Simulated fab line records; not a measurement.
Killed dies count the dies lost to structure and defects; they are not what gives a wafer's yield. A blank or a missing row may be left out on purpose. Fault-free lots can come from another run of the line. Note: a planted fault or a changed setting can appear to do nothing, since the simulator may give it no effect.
fab line records ; flow n5-finfet
record lots=4; wafers=12; last-day=15
route steps=1938 shown BEOL_M6@1219 PASSIVATION@1936
lots that met no fault: taken from a fault-free run of the same line
start-h: start of the lot's first displayed wafer, in hours after the record's first day ; wait-h: how many hours have passed since the lot's step before this one ; " as in the row above ; L1.1+2: a single row standing in for several wafers ; - either no value or no given start ; * or withheld: withheld ; < > ~ a bound
route shown NAME@n: names a module that has steps shown in the file, with the first one's number in the route ; usual: mean/standard deviation of fault-free wafers ; same: alike in all rows ; chamber/n: place in a boat ; sites: the reading at each site ; _std_site: standard deviation of those values ; _edge_site: inner sites' mean taken away from outer sites' mean ; radius-mm: for every site, how far away it sits from the centre of the wafer ; mask NAME#n: copy n ; behind: the tool/chamber that last shaped the wafer ; hold: why the lot was held/for how many hours/how that ended ; device: names the non-switching transistor (n, p or np) ; end of line: the tests these same wafers got at the end of their route ; step lacking rows: just its recipe ; killed: dies lost to structure and defects at the first sort, not the wafer's yield ; map: a wafer's dies, x killed, . not, _ none there
set.NAME: the setting that was run; set.NAME@STEP: the one run at that earlier step ; model.NAME: the simulator's own value behind a step, which no gauge read
lots seen at some steps along the route; tables by step, rows by wafer
services: the hour from which a tool's chamber was out of use, counted from the record's first day as start-h (under 0 if before that day), plus the number of hours and why
## steps
# step N5_BEOL_M6_COAT_64
# recipe resist=SiARC; temp-c=220; time-s=60; spin-rpm=1500; resist-thk-nm=12
# step N5_BEOL_M6_COAT_71
# recipe resist=underlayer; temp-c=205; time-s=60; spin-rpm=1500; resist-thk-nm=5
# step N5_BEOL_M6_COAT_22
# recipe resist=CAR-EUV; spin-rpm=1500; resist-thk-nm=30
# step N5_BEOL_M6_EBR_24
# recipe solvent=PGMEA; ebr-width-mm=1.5
# step N5_BEOL_M6_SOFTBAKE_23
# recipe temp-c=110; time-s=60; resist=CAR-EUV
# step N5_BEOL_M6_EXPOSE_25
# recipe mask-id=V5; na=0.33; source-shape=annular; sigma-inner=0.4; sigma-outer=0.8; polarization=unpolarized; target-cd-nm=40; dose-mj=45
# step N5_BEOL_M6_PEB_26
# recipe peb-temp-c=100; peb-time-s=60; resist=CAR-EUV
# step N5_BEOL_M6_DEVELOP_27
# recipe develop-time-s=30; developer=TMAH; resist=CAR-EUV; rinse-liquid=surfactant-rinse; dry=air-spin; dev-temp-c=23
# step N5_BEOL_M6_DESCUM_33
# recipe chemistry=O2; time-s=7; source-power-w=50; bias-power-w=20; pressure-mtorr=20; rf-frequency-hz=2.712e+07; temp-c=40; resist=CAR-EUV; o2-flow-sccm=225
# step N5_BEOL_M6_ETCH_72
# recipe chemistry=N2/H2; target=underlayer; target-depth-a=65; mask-material=CAR-EUV; time-s=5.2; ion-energy-ev=200; pressure-mtorr=30; source-w=840; bias-w=150; n2-flow-sccm=200; h2-flow-sccm=200; ends=cleared
# usual drypump-motor-current-A=5.9/0.48; etch-rf-on-time-s=5.20/0.13; oes-product-au=0.67/0.093; rf-vpp-V=523.9/2.8; showerhead-plenum-p-Torr=2.55/0.093; throttle-valve-pct=17.80/0.23
lot.wafer;tool;chamber;start-h;wait-h;drypump-motor-current-A;etch-rf-on-time-s;oes-product-au;rf-hours-counter-h;rf-vpp-V;showerhead-plenum-p-Torr;throttle-valve-pct
L187.2;rie-diel-05;1;210.53;0.0;5.0;5.28;0.60;202;521.9;2.52;17.76
L187.3;rie-diel-05;0;210.53;0.0;5.9;5.31;0.57;247;516.4;2.41;17.86
L187.5;rie-diel-05;3;210.53;0.0;6.1;5.36;0.59;-;526.3;2.60;17.62
L188.1;rie-diel-03;2;211.91;0.0;6.0;5.28;0.60;236;526.0;2.61;18.48
L188.2;rie-diel-03;3;211.91;0.0;5.5;5.05;0.74;54;522.1;2.49;17.85
L188.3;rie-diel-03;0;211.91;0.0;5.3;5.33;0.60;203;522.2;2.50;17.87
L197.2;rie-diel-05;1;265.45;0.0;5.0;5.33;0.59;226;524.3;2.51;17.77
L197.5;rie-diel-05;2;265.45;0.0;6.0;5.12;0.82;-;528.9;2.72;17.79
L197.6;rie-diel-05;1;265.45;0.0;5.0;5.34;0.59;-;524.0;2.51;17.79
L196.2;rie-diel-05;2;291.72;0.0;6.0;5.11;0.79;29;528.1;2.71;17.81
L196.3;rie-diel-05;1;291.72;0.0;5.0;5.38;0.58;238;524.8;2.51;17.79
L196.6;rie-diel-05;1;291.72;0.0;5.0;5.37;0.56;-;522.1;2.51;17.80
# step N5_BEOL_M6_ETCH_65
# recipe chemistry=CF4; target=SiARC; target-depth-a=156; mask-material=CAR-EUV; time-s=26; ion-energy-ev=80; pressure-mtorr=40; source-w=545; bias-w=36; Ar_flow_sccm=100; cf4-flow-sccm=100; ends=cleared
# step N5_BEOL_M6_ETCH_66
# recipe chemistry=N2/H2; target=SOC; target-depth-a=800; overetch-a=160; mask-material=SiARC; temp-c=40; time-s=120; ion-energy-ev=200; pressure-mtorr=30; source-w=840; bias-w=150; n2-flow-sccm=200; h2-flow-sccm=200
# step N5_BEOL_M6_STRIP_69
# recipe chemistry=N2/H2; temp-c=40; n2-flow-sccm=200; h2-flow-sccm=200; rf-frequency-hz=6e+07
# step N5_BEOL_M6_STRIP_73
# recipe chemistry=N2/H2; temp-c=40; n2-flow-sccm=200; h2-flow-sccm=200; rf-frequency-hz=6e+07
# step N5_BEOL_M6_VIA_ETCH_34
# recipe chemistry=C4F6/O2; target=SiCOH_lowk; target-depth-a=1263; mask-material=SOC; taper-deg=4; time-s=50.9; ion-energy-ev=250; pressure-mtorr=30; source-w=345; bias-w=185; Ar_flow_sccm=300; C4F6_flow_sccm=10; O2_flow_sccm=10
# step N5_BEOL_M6_STRIP_76
# recipe chemistry=C4F6/O2; resist=SiARC; rf-frequency-hz=6e+07
# step N5_BEOL_M6_STRIP_36
# recipe chemistry=N2/H2; power-w=450; temp-c=40; pressure-mtorr=20; rf-frequency-hz=6e+07; overash-fraction=0.3; bias-power-w=7; h2-frac=0.5; n2-flow-sccm=200; h2-flow-sccm=200
# step N5_BEOL_M6_TRENCH_ETCH_37
# recipe chemistry=C4F6/O2; target-depth-a=944.35; target=SiCOH_lowk; time-s=31.5; ion-energy-ev=250; pressure-mtorr=30; source-w=345; bias-w=185; Ar_flow_sccm=300; C4F6_flow_sccm=10; O2_flow_sccm=10
# step N5_BEOL_M6_ETCH_41
# recipe chemistry=CH3F/O2; target=SiCN; target-depth-a=297; taper-deg=2; time-s=52; ion-energy-ev=120; mask-material=TiN; pressure-mtorr=30; source-w=395; bias-w=75; Ar_flow_sccm=150; CH3F_flow_sccm=30; O2_flow_sccm=20
# step N5_BEOL_M6_STRIP_80
# recipe chemistry=N2/H2; time-s=10; power-w=450; temp-c=40; pressure-mtorr=20; rf-frequency-hz=6e+07; bias-power-w=7; n2-flow-sccm=200; h2-flow-sccm=200
# step N5_BEOL_M6_HM_STRIP_39
# recipe chemistry=peroxide-tin-strip; material=TiN; target-depth-a=250; temp-c=50; time-s=158
# step N5_BEOL_M6_SRD_40
# recipe time-s=30; temp-c=23; rinse-liquid=diw; dry=ipa-marangoni
# step N5_BEOL_M6_PRECLEAN_42
# recipe chemistry=residue-remover; time-s=60; temp-c=40
# step N5_BEOL_M6_SRD_43
# recipe time-s=30; temp-c=23; rinse-liquid=diw; dry=ipa-marangoni
# step N5_BEOL_M6_CURE_75
# recipe temp-c=370; time-s=120; ambient=DMADMS/He; material=SiCOH_lowk
# step N5_BEOL_M6_DEGAS_44
# recipe ambient=vacuum; temp-c=250; time-s=60
# step N5_BEOL_M6_PRE_CLEAN_45
# recipe gas=H2/He; time-s=30; temp-c=250
# step N5_BEOL_M6_ALD_77
# recipe material=TaN; target-thk-a=20; temp-c=275; ald-precursor-family=PDMAT; ald-co-reactant=NH3; pressure-torr=3; carrier-flow-sccm=1500; pulse-time-s=2; purge-time-s=3; co-reactant-purge-time-s=2; co-reactant-pulse-time-s=3; ald-cycles=40; precursor-vessel-temp-c=75; precursor-vessel-pressure-torr=26.25; precursor-vessel-carrier-sccm=1000
# step N5_BEOL_M6_SURFACE_TREAT_79
# recipe gas=Ar; time-s=*; ion-energy-ev=*; ion-current-ma-cm2=0.5; pressure-mtorr=*; ar-flow-sccm=30
# step N5_BEOL_M6_CVD_78
# recipe material=Co; target-thk-a=20; temp-c=withheld; precursor=CCTBA/H2; pressure-torr=30; time-s=142.3
# step N5_BEOL_M6_SPUTTER_48
# recipe material=Cu; target-thk-a=100; temp-c=-20; bias-v=60; power-w=26000; chamber-pressure-pa=0.13; time-s=1.667
# step N5_BEOL_M6_ECD_50
# recipe material=Cu; target-thk-a=3000
# step N5_BEOL_M6_ANNEAL_51
# recipe temp-c=225; time-s=90; ambient=N2
# step N5_BEOL_M6_CMP_52
# recipe stop-on=SiCOH_lowk; t-overpolish-s=6.9; down-force-psi=1; platen-rpm=50; clearing-platen-down-force-psi=1.5; clearing-platen-rpm=50; post-cmp-clean=cu-alkaline; target-thk-nm=80; clearing-platen-pad-velocity-m-s=0.99484; pad-velocity-m-s=0.99484
# step N5_BEOL_M6_PRE_CLEAN_55
# recipe gas=NH3; time-s=15; temp-c=withheld; rf-power-w=300
# step N5_BEOL_M6_DEP_56
# recipe material=SiCN; target-thk-a=100; temp-c=withheld; precursor=3MS/NH3; pressure-torr=3; rf-w=202; time-s=17.5
# step N5_PASSIVATION_PROBE_49
# usual defect-limited-yield=91.1/1.4; killed_at_M0_to_M3=34/11; killed_at_M4_up=14/5.7; killed-at-contacts=14/6.9; killed-at-front-end=40/11; killed-at-other=4/3.1; killed-dies=105/17; killed-on-rim=14/4.1; killed-open=70/13; killed-short=34/7.6; sort_bin_5_function=5.3/0.95; sort_bin_6_memory=3.3/0.64; sort-n-pass=1075/17; sort-yield-pct=91.1/1.4
# same gross-dies=1180; killed-at-back-side=0; sort_bin_4_leakage[%]=0; sort_bin_8_speed[%]=0
lot.wafer;tool;chamber;start-h;wait-h;defect-limited-yield[%];killed_at_M0_to_M3;killed_at_M4_up;killed-at-contacts;killed-at-front-end;killed-at-other;killed-dies;killed-on-rim;killed-open;killed-short;sort_bin_5_function[%];sort_bin_6_memory[%];sort-n-pass;sort-yield-pct[%]
L197.2;prober-01;-;358.88;0.1;80.1;32;154;11;37;1;235;27;74;27;13.6;4.3;945;80.1
L197.5;prober-01;-;359.03;0.2;87.7;27;95;3;18;2;145;24;51;12;7.4;2.9;1035;87.7
L197.6;prober-01;-;359.08;0.3;81.5;23;145;9;40;1;218;24;59;28;11.1;4.7;962;81.5
L196.2;prober-01;-;369.43;0.1;84.2;37;86;8;49;6;186;31;66;43;9.7;4.0;994;84.2
L196.3;prober-01;-;369.48;0.1;81.4;32;137;1;44;6;220;21;68;30;11.9;4.5;960;81.4
L196.6;prober-01;-;369.63;0.3;77.9;40;142;14;54;11;261;30;97;38;14.4;4.7;919;77.9
# killed by level:class
L197.2 BEOL_M6:unspecified=131 BEOL_M4:geometric-particle:open=12 FIN_SAQP:geometric-particle:open=11 MOL_CONTACT_COAG:geometric-particle:open=11 FIN_SAQP:geometric-particle:short=8 BEOL_M3:geometric-particle:open=8 BEOL_M2:geometric-particle:open=8 BEOL_M0_SAQP:geometric-particle:short=3
L197.5 BEOL_M6:unspecified=82 BEOL_M4:geometric-particle:open=11 BEOL_M1:geometric-particle:open=10 BEOL_M2:geometric-particle:open=6 STI_FIN_REVEAL:geometric-particle:open=4 BEOL_M0_SAQP:geometric-particle:open=4 BEOL_M3:geometric-particle:open=4 MOL_CONTACT_COAG:geometric-particle:open=3
L197.6 BEOL_M6:unspecified=131 BEOL_M4:geometric-particle:open=12 BEOL_M2:geometric-particle:open=11 FIN_SAQP:geometric-particle:short=8 FIN_SAQP:geometric-particle:open=8 MOL_CONTACT_COAG:geometric-particle:open=7 STI_FIN_REVEAL:geometric-particle:open=5 GATE_CUT:geometric-particle:short=5
L196.2 BEOL_M6:unspecified=77 BEOL_M0_SAQP:geometric-particle:short=14 FIN_SAQP:geometric-particle:open=11 BEOL_M0_SAQP:geometric-particle:open=10 FIN_SAQP:geometric-particle:short=8 STI_FIN_REVEAL:geometric-particle:open=7 MOL_CONTACT_COAG:geometric-particle:open=7 ILD0:geometric-particle:open=6
L196.3 BEOL_M6:unspecified=121 STI_FIN_REVEAL:geometric-particle:open=9 FIN_SAQP:geometric-particle:open=8 BEOL_M0_SAQP:geometric-particle:short=7 ILD0:geometric-particle:short=6 BEOL_M0_SAQP:geometric-particle:open=6 DUMMY_GATE:geometric-particle:open=5 BEOL_M1:geometric-particle:open=5
L196.6 BEOL_M6:unspecified=125 FIN_SAQP:geometric-particle:open=14 MOL_CONTACT_COAG:geometric-particle:open=14 BEOL_M0_SAQP:geometric-particle:open=13 STI_FIN_REVEAL:geometric-particle:open=10 DUMMY_GATE:geometric-particle:open=7 BEOL_M3:geometric-particle:open=7 FIN_SAQP:geometric-particle:short=6
# map L196.6 (x killed, . not)
_________________.....xx.....________________
______________.......x......x..._____________
___________.x........x.............__________
__________.......x.................._________
________.x......x.x.x....x............_______
_______...................x...........x______
______.x...xx...................xx..x..._____
_____.......x.xxx...............x......x.____
____..............x......xx..............x___
___.x..x.....................x...........x.__
___...x......xxxxx.....x.x.....x.x.........__
__...x.......x....x..xx..xx...x.....x......._
__x..........x.......x.....x..x......x.x.x.._
_...xx...x........x...x...x.....x.x..........
_x..x.xxx..x..x..............................
_.x.xxxxxxxx..x...x..x...........x...........
_xx.xxxxxxxxxx.......x.......................
_xxxxxxxxxxxxx.x.........xx..................
_xxxxxxxxxxxxxx....x..xx.x...................
_xxxxxxxxxxxxx..x........x........x.......x..
_.xxxxxxxxxxx.x........x.x.x...x.x........x..
__xxxxxxxxxxxxx.x.........................xx_
__xxxxxxxxxxxxxxx..........x.x.............._
___xxxxxxxxxxx....x........................__
___...xxxxxxx...xx............x........x...__
____..x.........x......x....xx............___
_____x.x.xx..................x......x....____
______......x....x..x...........xx......_____
_______...............x.x.x...........x______
________...x...x.......x...x...x.....x_______
__________..x..x.................x.x_________
___________...xx...................__________
______________.................x_____________
_________________..........x.________________
# map L197.2 (x killed, . not)
_________________.......x..x.________________
______________.x................_____________
___________...........x.x.......x..__________
__________...x..................x..._________
________...x.........................._______
_______.......................x........______
______......x..........x..........x....._____
_____..x......x............x.x....xx.....____
____..x........x...................x......___
___.................x.x....................__
___..........x....x.x...xx......x..........__
__.....xx...x................x.x............_
__x.......................x........xx.....xx_
_.x...x...x...x.x..x...................x.....
_..x..xxx...x................................
_..xxxxxxxxx.x..x....x.x.........x..xx.......
_xxx.xxxxxxxxx.......x....................x..
_xxxxxxxxxxxxxx.....................x...x....
_xxxxxxxxxxxxxx...x...x.............x.......x
_x.xxxxxxxxxxxxx......x..........x........x..
_xxxxxxxxxxxx.x.x....x.......................
__xxxxxxxxxxxx.x......x..............x......_
__xxxxxxxxxxxx.........xx..........x........_
___xxxxxxxxx....x............x.............__
___xx..xxx.x..x...x..x.......x.......x.x...__
____x.xx....x...........x.................___
_____...xx.x..x..............x..x..x..x..____
______.x.x.x.........x.................._____
_______.xx........x........x...xx......______
________........xx.....x..x....x....xx_______
__________.x........................_________
___________........................__________
______________.........x.......x_____________
_________________............________________
## services
tool;chamber;start-h;hours;kind
rie-diel-05;2;209.68;-;clean
rie-diel-05;2;209.68;-;consumable-replace:focus-ring
rie-diel-05;2;209.68;-;consumable-replace:showerhead
rie-diel-05;2;209.68;16.3;scheduled-down
rie-diel-05;2;209.68;16.3;vent-cycle
rie-diel-05;0;226.02;-;clean
rie-diel-05;0;226.02;-;consumable-replace:focus-ring
rie-diel-05;0;226.02;-;consumable-replace:showerhead
rie-diel-05;0;226.02;38.8;scheduled-down
rie-diel-05;0;226.02;38.8;vent-cycle
rie-diel-03;1;242.80;8.4;repair
rie-diel-03;2;252.65;-;clean
rie-diel-03;2;252.65;-;consumable-replace:focus-ring
rie-diel-03;2;252.65;16.5;scheduled-down
rie-diel-03;2;252.65;16.5;vent-cycle
rie-diel-05;3;274.99;-;clean
rie-diel-05;3;274.99;-;consumable-replace:focus-ring
rie-diel-05;3;274.99;26.2;scheduled-down
rie-diel-05;3;274.99;26.2;vent-cycle
## key
first-sign step=N5_PASSIVATION_PROBE_49; reading=killed_at_M4_up; direction=up; sigmas=20; usual=14; struck=126
effect step=N5_PASSIVATION_PROBE_49; reading=killed-dies; direction=up; sigmas=6.4; usual=105; struck=211
more-kills-born-at N5_BEOL_M6_ETCH_72@rie-diel-05=667
met-at N5_BEOL_M6_ETCH_72
struck-wafers L196.2,L196.3,L196.6,L197.2,L197.5,L197.6
onset-between 210.53 265.45
also-fits time
fault kind=chamber-particle-source; tool=rie-diel-05; chamber=-; onset-h=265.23; steps=N5_BEOL_M6_ETCH_72; rate-per-visit-cm2=1.0766; end-h=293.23
